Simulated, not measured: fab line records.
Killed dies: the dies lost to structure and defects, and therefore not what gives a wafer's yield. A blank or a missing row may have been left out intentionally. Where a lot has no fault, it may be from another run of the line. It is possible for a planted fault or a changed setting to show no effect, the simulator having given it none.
Chamber matching ; flow nand_harc ; pecvd-03 running NHARC_P_M1_PRE_CLEAN_32: 3 sister chambers
The step time 12 s. 3 wafers are shown with their chamber, then 7 later ones without.

WAFERS WITH THEIR CHAMBER
wafer;chamber;heater_power_w (W)
L618.6;0;699
L621.2;1;522
L621.3;2;546

WAFERS WITHOUT THEIR CHAMBER
wafer;heater_power_w (W)
L621.4;519
L623.1;547
L623.3;606
L623.5;532
L626.2;657
L626.5;663
L626.6;586

THE CHAMBER EACH PASSED THROUGH
wafer;from the rows above;in truth
L621.4;can't be placed: 1 or 2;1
L623.1;can't be placed: 2 or 1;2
L623.3;can't be placed: 2 or 1 or 0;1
L623.5;can't be placed: 1 or 2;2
L626.2;can't be placed: 0 or 2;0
L626.5;0;0
L626.6;can't be placed: 2 or 1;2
Correctly placed: 1 of 7. These rows do not allow placing 6 (true chamber among the candidates in 6). 0 placed wrongly.
How it was worked out, from the rows above alone: a wafer's distance from a chamber is the root of the sum, over the readings, of the square of ((its reading less the chamber's mean) divided by the reading's scatter). The wafer belongs to the nearest chamber; if the next one is less than 2 further off, it can't be placed. The mean given for a chamber averages the wafers shown for that chamber. The scatter: root of mean squared gap, hidden wafer to nearest shown wafer, with one shown wafer a chamber.
